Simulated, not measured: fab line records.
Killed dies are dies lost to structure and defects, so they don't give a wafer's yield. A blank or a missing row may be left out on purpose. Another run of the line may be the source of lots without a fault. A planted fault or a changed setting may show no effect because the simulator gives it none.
Chamber matching -- flow n5 finfet -- N5_BEOL_M3_ETCH_77 on rie diel-06: 4 sister chambers
The step etches underlayer in N2/H2, target depth 6.5 nm, time 5.2 s. 16 wafers are shown with their chamber, then 8 later ones without.

WAFERS, EACH WITH ITS CHAMBER
wafer,chamber,showerhead plenum p Torr (Torr),throttle valve pct (%),drypump motor current A (A)
L075.1,0,2.52,18.08,5.82
L075.2,2,2.65,17.85,5.39
L075.3,3,2.68,17.38,5.94
L080.4,0,2.52,18.07,5.80
L080.5,1,2.51,18.01,5.27
L080.6,2,2.65,17.87,5.44
L084.1,1,2.51,17.99,5.32
L084.2,2,2.65,17.86,5.40
L084.6,3,2.68,17.38,5.89
L087.1,1,2.51,18.03,5.26
L087.5,0,2.51,18.11,5.79
L087.6,1,2.51,18.03,5.31
L089.1,0,2.51,18.11,5.82
L089.3,1,2.51,18.03,5.29
L089.4,2,2.64,17.90,5.48
L092.2,0,2.51,18.12,5.79

SIGNATURES (averages over the wafers above)
reading,chamber 0,chamber 1,chamber 2,chamber 3,scatter within a chamber
showerhead plenum p Torr,2.5140,2.5100,2.6475,2.6800,0.00403
throttle valve pct,18.0980,18.0180,17.8700,17.3800,0.0195
drypump motor current A,5.8040,5.2900,5.4275,5.9150,0.0286
Rule: a wafer's distance from a chamber is the root of the sum, over the readings, of the square of ((its reading less the chamber's mean) divided by the reading's scatter). The wafer belongs to the nearest chamber; if the next one is less than 2 further off, it can't be placed. The scatter: the root of (the sum of the squares of (reading less its chamber's mean) over the shown wafers, divided by (wafers less chambers)).

WAFERS WHOSE CHAMBER IS MISSING
wafer,showerhead plenum p Torr (Torr),throttle valve pct (%),drypump motor current A (A)
L092.4,2.50,18.04,5.31
L092.6,2.67,17.40,5.91
L093.1,2.67,17.41,5.89
L093.4,2.67,17.40,5.89
L093.6,2.67,17.42,5.88
L095.3,2.63,17.94,5.43
L095.5,2.63,17.90,5.41
L095.6,2.67,17.44,5.90

THE CHAMBER EACH PASSED THROUGH
wafer,from the rows above,in truth
L092.4,1,1
L092.6,3,3
L093.1,3,3
L093.4,3,3
L093.6,3,3
L095.3,2,2
L095.5,2,2
L095.6,3,3
Placed correctly: 8 of 8. Left unplaced by these rows: 0. 0 placed wrongly.
